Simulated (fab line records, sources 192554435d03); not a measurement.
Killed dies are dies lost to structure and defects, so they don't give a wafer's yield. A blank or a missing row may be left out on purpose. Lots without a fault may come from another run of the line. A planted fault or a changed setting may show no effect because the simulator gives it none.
Split-lot experiment | flow n5_finfet | 7 lots, 21 wafers read, on a route of 1938 steps

THE SPLIT
At N5_BEOL_M0_ETCH_138 (etches SiCN in CH3F/O2, target depth 12 nm, time 31.6 s), the setting source_w was moved away from the recipe's 395 W on 6 of the 21 wafers read, by -15.8% to +14.5%. The other wafers ran this setting at the recipe's value.

The reading is taken at the split's own step.

THE READING
rf_vpp_V, in V, at N5_BEOL_M0_ETCH_138 (etches SiCN in CH3F/O2, target depth 12 nm, time 31.6 s). Fault-free wafers of this fab line usually give 297.2 V, standard deviation 1.1 V.

wafer  | tool, chamber at the split | source_w as run, W | against the recipe | rf_vpp_V, V | against lot-mates on the recipe
L077.1 | rie_diel-04, 3             | 452.3              | +14.5%             | 285.0       | -11.8
L077.2 | rie_diel-04, 1             | 395                | recipe             | 295.8       | -
L077.4 | rie_diel-04, 0             | 395                | recipe             | 297.8       | -
L078.2 | rie_diel-04, 1             | 395                | recipe             | 294.8       | -
L078.3 | rie_diel-04, 2             | 415.3              | +5.1%              | 291.2       | -3.6
L078.6 | rie_diel-04, 0             | 415.3              | +5.1%              | 292.4       | -2.4
L079.2 | rie_diel-05, 3             | 395                | recipe             | 298.4       | -
L079.3 | rie_diel-05, 1             | 350.5              | -11.3%             | 309.8       | +12.6
L079.4 | rie_diel-05, 0             | 395                | recipe             | 296.1       | -
L087.1 | rie_diel-05, 0             | 395                | recipe             | 295.6       | -
L087.2 | rie_diel-05, 3             | 395                | recipe             | 297.4       | -
L087.6 | rie_diel-05, 2             | 395                | recipe             | 296.3       | -
L090.1 | rie_diel-05, 2             | 332.4              | -15.8%             | 315.4       | +16.6
L090.5 | rie_diel-05, 2             | 395                | recipe             | 299.1       | -
L090.6 | rie_diel-05, 1             | 395                | recipe             | 298.5       | -
L092.1 | rie_diel-03, 1             | 395                | recipe             | 297.6       | -
L092.5 | rie_diel-03, 3             | 448.7              | +13.6%             | 285.9       | -11.3
L092.6 | rie_diel-03, 1             | 395                | recipe             | 296.8       | -
L095.3 | rie_diel-04, 0             | 395                | recipe             | 298.5       | -
L095.4 | rie_diel-04, 0             | 395                | recipe             | 298.2       | -
L095.5 | rie_diel-04, 1             | 395                | recipe             | 296.5       | -

THE FIT
A straight line over all 21 wafers: rf_vpp_V changes by -0.993 V for each +1% of source_w; r = -0.98; the points scatter about the line by 1.4 V.
The same after taking each lot's own level away (the mean of its wafers on the recipe; 21 wafers): -0.927 V for each +1%; r = -0.98; scatter 1.1 V.
On that fit, the largest move of source_w shifts the reading by 15 V.
The lots' own levels span 294.80 to 298.80 V, that is 3.6 times the standard deviation above.
So the lot-to-lot level changes the slope little: the two slopes agree.
Check: with one of the wafers moved furthest among these (-15.8%) left out of the fit, the line predicts +14.3 V for it against its lot-mates. It came out at +16.6 V against them.
Tool readings at the split's step, against how far the setting was moved: rf_vpp_V r = -0.98.

OTHER SPLITS ON THESE WAFERS
These wafers also went through other splits before the reading. Each is held against what the fit with the lots' levels taken away leaves over:
other split on the same wafers           | wafers away from the commonest value | r with rf_vpp_V (lot level and that fit taken away)
N5_MOL_CONTACT_COAG_COAT_103 spin_rpm    | 6                                    | -0.18
N5_MOL_CONTACT_COAG_ALD_27 time_s        | 11                                   | +0.02
N5_MOL_CONTACT_COAG_CVD_140 target_thk_a | 13                                   | +0.01

THE FILE'S OWN FIT
rf_vpp_V changes by -0.931 V for each +1% of source_w, r = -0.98.
